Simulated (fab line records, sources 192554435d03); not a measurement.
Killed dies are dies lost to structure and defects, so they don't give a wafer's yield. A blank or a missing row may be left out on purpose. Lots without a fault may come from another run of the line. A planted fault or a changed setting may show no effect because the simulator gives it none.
Which tool did it? | flow n5_finfet | 8 lots, 24 wafers sampled, at 5 steps of a route of 1938

WHAT THE GAUGES READ, wafer by wafer
N5_BEOL_M2_CD_MEAS_11: target cd 16.79 nm. Usual: cd_nm 16.96 nm, standard deviation 0.24.
lot  | measured     | on        | cd_nm (nm)        | flag
L477 | day 9 09:34  | cd_sem-02 | 16.88 16.82 16.69 |
L483 | day 10 12:51 | cd_sem-03 | 16.76 17.00 17.04 |
L485 | day 10 16:03 | cd_sem-01 | 16.76 16.87 17.06 |
L486 | day 10 20:20 | cd_sem-03 | 16.60 17.06 16.83 |
L487 | day 11 01:11 | cd_sem-01 | 16.95 16.81 16.50 |
L492 | day 12 02:13 | cd_sem-03 | 16.80 16.78 17.17 |
L493 | day 12 07:20 | cd_sem-02 | 16.93 17.01 16.53 |
L495 | day 12 13:02 | cd_sem-03 | 16.67 16.70 16.34 |

N5_BEOL_M4_RC_MEAS_101. Usual: DIBL_N 36.1 mV/V, standard deviation 2.3; DIBL_P 36 mV/V, standard deviation 3.2; IOFF_N 0.16 nA/um, standard deviation 0.045; IOFF_P 0.21 nA/um, standard deviation 0.049; ION_N 674 uA/um, standard deviation 14; ION_P 462 uA/um, standard deviation 8.4; SS_N 71.6 mV/dec, standard deviation 0.83; SS_P 73.2 mV/dec, standard deviation 0.87; VT_N 249 mV, standard deviation 3.8; VT_P -250 mV, standard deviation 3.4.
lot  | measured     | on        | DIBL_N (mV/V)  | DIBL_P (mV/V) | IOFF_N (nA/um) | IOFF_P (nA/um) | ION_N (uA/um) | ION_P (uA/um) | SS_N (mV/dec)  | SS_P (mV/dec)  | VT_N (mV)   | VT_P (mV)      | flag
L477 | day 13 01:20 | prober-02 | 37.0 38.4 36.7 | 38 39 37      | 0.19 0.20 0.19 | 0.25 0.25 0.23 | 671 679 683   | 455 465 464   | 72.0 72.7 72.6 | 73.9 74.4 73.6 | 246 249 250 | -247 -249 -249 |
L483 | day 14 05:34 | prober-02 | 35.8 35.1 37.7 | 34 34 37      | 0.12 0.13 0.16 | 0.21 0.20 0.25 | 652 662 675   | 457 464 465   | 71.0 71.3 71.9 | 73.4 71.6 73.4 | 254 251 251 | -251 -249 -247 |
L485 | day 15 08:49 | prober-02 | 37.5 32.3 33.1 | 37 30 31      | 0.18 0.11 0.11 | 0.23 0.14 0.15 | 666 656 658   | 457 448 453   | 72.6 70.9 71.1 | 73.9 71.3 72.1 | 248 255 252 | -250 -256 -254 |
L486 | day 15 11:49 | prober-02 | 36.9 38.7 39.8 | 34 37 37      | 0.16 0.19 0.22 | 0.20 0.24 0.24 | 689 693 688   | 470 472 465   | 70.9 71.8 71.8 | 72.9 74.2 73.6 | 249 243 243 | -247 -245 -247 |
L487 | day 15 08:42 | prober-01 | 35.5 37.7 33.9 | 36 38 34      | 0.15 0.20 0.13 | 0.18 0.22 0.16 | 672 686 667   | 457 463 457   | 72.1 71.2 70.4 | 72.9 74.2 72.4 | 249 244 248 | -253 -251 -255 |
L492 | day 15 22:50 | prober-02 | 37.6 39.2 36.5 | 38 41 37      | 0.17 0.21 0.15 | 0.20 0.28 0.20 | 673 674 675   | 458 466 462   | 71.3 72.2 71.2 | 73.8 75.1 73.9 | 248 249 248 | -252 -249 -254 |
L493 | day 17 04:50 | prober-02 | 40.9 40.3 39.2 | 44 43 41      | 0.28 0.30 0.26 | 0.38 0.36 0.31 | 686 695 685   | 469 472 464   | 73.0 72.4 72.8 | 75.4 74.8 75.0 | 241 239 243 | -241 -240 -243 |
L495 | day 17 10:15 | prober-01 | 37.5 40.1 37.4 | 39 42 38      | 0.20 0.24 0.19 | 0.25 0.29 0.24 | 683 679 681   | 463 461 466   | 72.7 72.7 72.0 | 73.3 74.2 73.7 | 246 246 247 | -248 -248 -247 |

WHICH TOOL RAN EACH LOT (tool, then ch and the chambers of the sampled wafers, then the start)
lot  | N5_BEOL_M2_ETCH_64                 | N5_BEOL_M2_ETCH_77                 | N5_BEOL_M2_TRENCH_ETCH_37
L477 | rie_diel-01 ch 0,1,2, day 9 10:04  | rie_diel-03 ch 1,2,3, day 9 10:58  | rie_diel-01 ch 0,1,2, day 13 01:20 or earlier
L483 | rie_diel-03 ch 1,2,3, day 10 13:03 | rie_diel-03 ch 0,2,3, day 10 14:01 | rie_diel-01 ch 1,2,3, day 14 05:34 or earlier
L485 | rie_diel-03 ch 0,2,3, day 10 16:16 | rie_diel-01 ch 0,1,2, day 10 17:13 | rie_diel-03 ch 1,2, day 15 08:49 or earlier
L486 | rie_diel-03 ch 0,1,3, day 10 20:33 | rie_diel-03 ch 0,1, day 10 21:30   | rie_diel-04 ch 1,2,3, day 15 11:49 or earlier
L487 | rie_diel-01 ch 1,2,3, day 11 01:24 | rie_diel-03 ch 0,1,3, day 11 02:21 | rie_diel-04 ch 0,1,2, day 15 08:42 or earlier
L492 | rie_diel-01 ch 0,1,2, day 12 02:25 | rie_diel-04 ch 0,1,3, day 12 03:28 | rie_diel-01 ch 0,1,2, day 15 22:50 or earlier
L493 | rie_diel-01 ch 0,1,2, day 12 07:35 | rie_diel-01 ch 1,2,3, day 12 08:26 | rie_diel-04 ch 1,2, day 17 04:50 or earlier
L495 | rie_diel-01 ch 2,3, day 12 13:19   | rie_diel-03 ch 0,1,3, day 12 14:16 | rie_diel-04 ch 0,1,3, day 17 10:15 or earlier
- N5_BEOL_M2_ETCH_64: etches SOC in N2/H2, target depth 75 nm, overetch 22.5 nm, time 121.9 s.
- N5_BEOL_M2_ETCH_77: etches underlayer in N2/H2, target depth 6.5 nm, time 5.2 s.
- N5_BEOL_M2_TRENCH_ETCH_37: etches SiOC in C4F6/O2, target depth 55.555 nm, time 29.2 s.

WHAT THE TOOLS THEMSELVES READ (means of the sampled wafers that have a number; where no wafer has one, the mark that the record gives instead)
N5_BEOL_M2_ETCH_64. Usual: bias_w 150.0 W, standard deviation 0.41; chamber_pressure_mTorr 30.00 mTorr, standard deviation 0.033; drypump_motor_current_A 5.69 A, standard deviation 0.2; n2_flow_sccm 200.1 sccm, standard deviation 0.64; oes_product_au 0.61 a.u., standard deviation 0.06; rf_vpp_V 523.6 V, standard deviation 2.3; showerhead_plenum_p_Torr 2.53 Torr, standard deviation 0.084; throttle_valve_pct 17.86 %, standard deviation 0.26.
lot  | tool        | bias_w (W) | chamber_pressure_mTorr (mTorr) | drypump_motor_current_A (A) | n2_flow_sccm (sccm) | oes_product_au (a.u.) | rf_vpp_V (V) | showerhead_plenum_p_Torr (Torr) | throttle_valve_pct (%) | flag
L477 | rie_diel-01 | 149.6      | 30.00                          | 5.65                        | 200.5               | 0.61                  | 524.1        | 2.56                            | 18.00                  |
L483 | rie_diel-03 | 150.3      | 30.01                          | 5.81                        | 200.0               | 0.58                  | 522.9        | 2.49                            | 17.79                  |
L485 | rie_diel-03 | 150.3      | 30.03                          | 5.72                        | 199.9               | 0.56                  | 523.4        | 2.51                            | 17.72                  |
L486 | rie_diel-03 | 150.0      | 30.03                          | 5.66                        | 200.7               | 0.57                  | 521.6        | 2.44                            | 17.77                  |
L487 | rie_diel-01 | 150.3      | 29.99                          | 5.69                        | 200.1               | 0.63                  | 524.5        | 2.57                            | 17.91                  |
L492 | rie_diel-01 | 150.2      | 30.06                          | 5.64                        | 200.0               | 0.59                  | 524.9        | 2.55                            | 18.04                  |
L493 | rie_diel-01 | 149.9      | 30.00                          | 5.64                        | 200.0               | 0.59                  | 524.4        | 2.55                            | 18.02                  |
L495 | rie_diel-01 | 149.8      | 30.01                          | 5.71                        | 200.1               | 0.60                  | 522.0        | 2.52                            | 18.07                  |

N5_BEOL_M2_ETCH_77. Usual: bias_w 150.0 W, standard deviation 0.43; chamber_pressure_mTorr 30.00 mTorr, standard deviation 0.044; drypump_motor_current_A 5.69 A, standard deviation 0.2; etch_rf_on_time_s 5.23 s, standard deviation 0.18; n2_flow_sccm 200.0 sccm, standard deviation 0.58; oes_product_au 0.68 a.u., standard deviation 0.077; rf_vpp_V 523.5 V, standard deviation 2.5; showerhead_plenum_p_Torr 2.53 Torr, standard deviation 0.087; throttle_valve_pct 17.89 %, standard deviation 0.23.
lot  | tool        | bias_w (W) | chamber_pressure_mTorr (mTorr) | drypump_motor_current_A (A) | etch_rf_on_time_s (s) | n2_flow_sccm (sccm) | oes_product_au (a.u.) | rf_vpp_V (V) | showerhead_plenum_p_Torr (Torr) | throttle_valve_pct (%) | flag
L477 | rie_diel-03 | 150.2      | 30.04                          | 5.78                        | 5.38                  | 199.7               | 0.64                  | 522.5        | 2.50                            | 17.81                  |
L483 | rie_diel-03 | -          | -                              | -                           | -                     | -                   | -                     | -            | -                               | -                      | OFF
L485 | rie_diel-01 | -          | -                              | -                           | -                     | -                   | -                     | -            | -                               | -                      | OFF
L486 | rie_diel-03 | 150.2      | 30.03                          | 5.70                        | 5.13                  | 200.3               | 0.64                  | 522.5        | 2.45                            | 17.92                  |
L487 | rie_diel-03 | 150.3      | 29.98                          | 5.66                        | 5.27                  | 200.0               | 0.63                  | 521.6        | 2.44                            | 17.81                  |
L492 | rie_diel-04 | 149.9      | 29.99                          | 5.68                        | 5.17                  | 200.4               | 0.71                  | 523.2        | 2.53                            | 17.94                  |
L493 | rie_diel-01 | 150.1      | 30.00                          | 5.69                        | 5.26                  | 199.7               | 0.69                  | 524.4        | 2.57                            | 17.97                  |
L495 | rie_diel-03 | 149.3      | 29.97                          | 5.68                        | 5.22                  | 200.3               | 0.63                  | 521.7        | 2.44                            | 17.82                  |

N5_BEOL_M2_TRENCH_ETCH_37. Usual: C4F6_flow_sccm 10.003 sccm, standard deviation 0.029; O2_flow_sccm 10.00 sccm, standard deviation 0.03; drypump_motor_current_A 5.67 A, standard deviation 0.22; oes_product_au 0.80 a.u., standard deviation 0.089; rf_vpp_V 671 V, standard deviation 25; showerhead_plenum_p_Torr 2.83 Torr, standard deviation 0.081; throttle_valve_pct 20.88 %, standard deviation 0.25.
lot  | tool        | C4F6_flow_sccm (sccm) | O2_flow_sccm (sccm) | drypump_motor_current_A (A) | oes_product_au (a.u.) | rf_vpp_V (V) | showerhead_plenum_p_Torr (Torr) | throttle_valve_pct (%) | flag
L477 | rie_diel-01 | 10.002                | 9.98                | 5.64                        | 0.80                  | 678          | 2.86                            | 21.04                  |
L483 | rie_diel-01 | 10.035                | 9.99                | 5.69                        | 0.82                  | 698          | 2.87                            | 20.90                  |
L485 | rie_diel-03 | 10.001                | 10.00               | 5.84                        | 0.75                  | 643          | 2.80                            | 21.04                  |
L486 | rie_diel-04 | 10.015                | 9.99                | 5.51                        | 0.86                  | 679          | 2.85                            | 20.72                  |
L487 | rie_diel-04 | 10.017                | 9.99                | 5.74                        | 0.92                  | 675          | 2.81                            | 20.67                  |
L492 | rie_diel-01 | 10.001                | 10.00               | 5.63                        | 0.77                  | 677          | 2.85                            | 21.08                  |
L493 | rie_diel-04 | 10.034                | 9.99                | 5.56                        | 0.90                  | 678          | 2.85                            | 20.61                  |
L495 | rie_diel-04 | 9.995                 | 9.99                | 5.68                        | 0.81                  | 675          | 2.80                            | 20.83                  |

THE ANSWER, worked out from the rows above alone
Rule: a lot is off if the mean of its wafers that have a number lies more than 3 standard deviations from the usual mean. A lot without any number at a reading at which 4 lots or more have one is off too. The other lots that the step has rows for count as sound. The gauges are gone through in route order, then the tools' own readings, and for those a lot's mean is taken as printed above. The first step at which some lot is off is used, and at that step the reading that is off furthest; a lot without a number counts as furthest.
Off: L483, L485, at N5_BEOL_M2_ETCH_77 (bias_w). Without a number there: L483, L485.
A tool fits if, at that step or a process step before it, it ran every lot that is off, and no sound lot after the first of them. None of those tried fits.

WHAT THE SIMULATOR HAD PUT IN
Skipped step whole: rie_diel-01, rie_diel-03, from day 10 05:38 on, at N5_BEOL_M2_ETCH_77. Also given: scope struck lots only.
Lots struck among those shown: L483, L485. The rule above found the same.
